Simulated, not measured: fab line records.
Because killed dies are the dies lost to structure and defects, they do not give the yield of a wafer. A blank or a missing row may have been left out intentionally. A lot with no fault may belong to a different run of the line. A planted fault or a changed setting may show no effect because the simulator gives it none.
A struck lot beside a sound one + flow nand harc + 40 out of 1302 route steps
Sound: wafers L792.1, L792.3, L792.6. Struck: wafer L787.3. (L787.2, L787.5 of the same lot were not struck and are left out.) The cause comes at the end.
For every step that has rows: the tool of each side, followed by ch and its chambers, followed by its first start. Under that, the readings that differ: sound wafers + struck wafers + difference of the means + sigmas: that difference in standard deviations of wafers without a fault.
alike: words and numbers the same on both sides, and readings whose means are apart by under 2 such deviations; not compared: readings that were withheld, readings missing a value for some wafer, numbers with overlapping values and no deviation given by the record, and bounds like >300 which may hide the same value.
Wherever a step has rows on one side only, a row that says differs or no value, or a row with sigmas, the two part there. Non-overlapping numbers with no deviation appear without sigmas and do not part them. A reading missing from all wafers of one side parts the sides only when that side holds two or more wafers.

NHARC_P_M1_INSPECT_11:
  sound: defect inspect-01 at day 12 10:10; struck: defect inspect-01 at day 10 00:07
  alike: raw defect count
then, 3 steps without rows for these wafers: NHARC_P_M1_DESCUM_14 (chemistry O2, time 3 s); NHARC_P_M1_ETCH_35 (etches the open film in N2/H2, target depth 40 nm, overetch 12 nm, time 43.94 s); NHARC_P_M1_ETCH_15 (etches the open film in C4F8/Ar, target depth 182.5 nm, time 91.2 s).
NHARC_P_M1_CD_MEAS_16:
  sound: cd sem-03 at day 12 10:31; struck: cd sem-01 at day 10 00:29
  alike: cd nm
NHARC_P_M1_STRIP_18: strips in N2/H2.
  sound on rie diel-10 ch 1,2,3, day 12 10:37; struck on rie diel-06 ch 2, day 10 00:34
| reading                         | sound          | struck | difference | sigmas |
|---------------------------------|----------------|--------|------------|--------|
| showerhead plenum p Torr (Torr) | 1.90 2.12 1.90 | 2.18   | +0.21      | +2     |
  alike: drypump motor current A, oes product au, rf vpp V, throttle valve pct
  not compared: rf hours counter h
then, 6 steps without rows for these wafers: NHARC_P_M1_ETCH_28 (etches the open film in CF4/N2, target depth 30 nm, time 72.99 s); NHARC_P_M1_STRIP_19 (strips in post etch residue remover, time 600 s); NHARC_P_M1_DEGAS_29 (time 60 s); NHARC_P_M1_PRE_CLEAN_30 (time 30 s); NHARC_P_M1_PVD_20 (deposits TaN, target thk 5 nm, time 8.06 s); NHARC_P_M1_PVD_21 (deposits Cu, target thk 30 nm, time 20.49 s).
NHARC_P_M1_ECD_22: material Cu, target thk 400 nm.
  sound on ecd cu-01 ch 0,1, day 12 11:35; struck on ecd cu-02 ch 0,1, day 10 01:37
then, 1 step without rows for these wafers: NHARC_P_M1_ANNEAL_31 (time 90 s).
NHARC_P_M1_CMP_23: polishes, t overpolish 20 s, target thk 157.82 nm.
  sound on cmp-02 ch 1,2,3, day 12 12:26; struck on cmp-02 ch 3, day 10 02:20
  alike: motor current A, time to endpoint s
NHARC_P_M1_THK_MEAS_24: measures by xrf.
  sound: film metro-01 at day 12 12:42; struck: film metro-01 at day 10 02:36
  alike: thk nm
then, 2 steps without rows for these wafers: NHARC_P_M1_SRD_25; NHARC_P_M1_PRE_CLEAN_32 (time 12 s).
NHARC_P_M1_DEP_33: deposits SiCN, target thk 30 nm.
  sound on pecvd-02 ch 0,1, day 12 13:00; struck on pecvd-03 ch 2, day 10 02:54
| reading            | sound       | struck | difference | sigmas |
|--------------------|-------------|--------|------------|--------|
| heater power w (W) | 458 442 457 | 673    | +221       | +3     |
  alike: chamber pressure Torr, showerhead vpp V
then, 10 steps without rows for these wafers: NHARC_P_M2_DEP_00 (deposits SiOC, target thk 182.5 nm); NHARC_P_M2_DEHYDRATE_01 (time 120 s); NHARC_P_M2_HMDS_02 (time 30 s); NHARC_P_M2_COAT_34 (time 65 s); NHARC_P_M2_COAT_03 (resist thk 90 nm); NHARC_P_M2_SOFTBAKE_04 (time 55 s); NHARC_P_M2_EBR_05; NHARC_P_M2_EXPOSE_06 (exposes mask P M2, target cd 170 nm); NHARC_P_M2_PEB_07 (peb time 65 s); NHARC_P_M2_DEVELOP_08 (develop time 35 s).
NHARC_P_M2_CD_MEAS_09: the cd target is 170 nm.
  sound on cd sem-01 ch 0, day 12 14:15; struck on cd sem-02 ch 0, day 10 04:09
| reading    | sound             | struck | difference | sigmas |
|------------|-------------------|--------|------------|--------|
| cd nm (nm) | 170.0 169.2 170.2 | 170.8  | +1.0       | +2     |
NHARC_P_M2_OVL_MEAS_10: pitch 340 nm.
  sound: overlay-01 at day 12 14:20; struck: overlay-02 at day 10 04:14
  alike: overlay x nm, overlay y nm
then, 3 steps without rows for these wafers: NHARC_P_M2_DESCUM_14 (chemistry O2, time 3 s); NHARC_P_M2_ETCH_35 (etches the open film in N2/H2, target depth 40 nm, overetch 12 nm, time 43.94 s); NHARC_P_M2_ETCH_15 (etches the open film in C4F8/Ar, target depth 182.5 nm, time 91.2 s).
NHARC_P_M2_CD_MEAS_16:
  sound: cd sem-01 at day 12 14:44; struck: cd sem-03 at day 10 04:40
  alike: cd nm
NHARC_P_M2_STRIP_18: strips in N2/H2.
  sound on rie diel-04 ch 0,1,3, day 12 14:52; struck on rie diel-13 ch 1, day 10 04:44
  alike: drypump motor current A, oes product au, rf vpp V, showerhead plenum p Torr, throttle valve pct
  not compared: rf hours counter h
NHARC_P_M2_ETCH_28: etches the open film in CF4/N2, target depth 30 nm, time 72.99 s.
  sound: rie diel-04 ch 0,1,2; struck: rie diel-13 ch 1
  alike: bias w, drypump motor current A, oes product au, rf vpp V, showerhead plenum p Torr, throttle valve pct
  not compared: rf hours counter h
then, 2 steps without rows for these wafers: NHARC_P_M2_STRIP_19 (strips in post etch residue remover, time 600 s); NHARC_P_M2_DEGAS_29 (time 60 s).
-- break in the record here, with 18 days between the starts of the struck wafers on either side (left off in module P_M2, picked up again in module END, where the first step shown is number 1302 on the route) --
NHARC_END_SORT_01:
  sound on prober-01 ch 0, day 30 08:38; struck on prober-02 ch 0, day 27 22:04
| reading                  | sound          | struck | difference | sigmas      |
|--------------------------|----------------|--------|------------|-------------|
| defect limited yield (%) | 92.5 92.9 90.7 | 42.8   | -49.2      | -18         |
| killed at periphery      | 5 3 6          | 365    | +360       | +99 or more |
| killed dies              | 51 48 63       | 387    | +333       | +18         |
| killed open              | 3 6 8          | 0      | -6         | -3          |
| killed short             | 4 2 3          | 0      | -3         | -2          |
| sort_bin_2_pct (%)       | 2.2 1.9 3.2    | 21.7   | +19.3      | +16         |
| sort_bin_3_pct (%)       | 0.4 0.4 0.7    | 4.4    | +3.9       | +11         |
| sort_bin_4_pct (%)       | 4.9 4.7 5.3    | 31.0   | +26.0      | +16         |
| sort n pass              | 626 629 614    | 290    | -333       | -18         |
| sort rim yield pct (%)   | 90 92 87       | 42     | -48        | -12         |
| sort yield pct (%)       | 92.5 92.9 90.7 | 42.8   | -49.2      | -18         |
  alike: killed at array, killed at other

== WHERE THEY PART ==
Earliest at NHARC_P_M1_STRIP_18; latest, in this record, at NHARC_END_SORT_01.

WHY: what had been put in by the simulator
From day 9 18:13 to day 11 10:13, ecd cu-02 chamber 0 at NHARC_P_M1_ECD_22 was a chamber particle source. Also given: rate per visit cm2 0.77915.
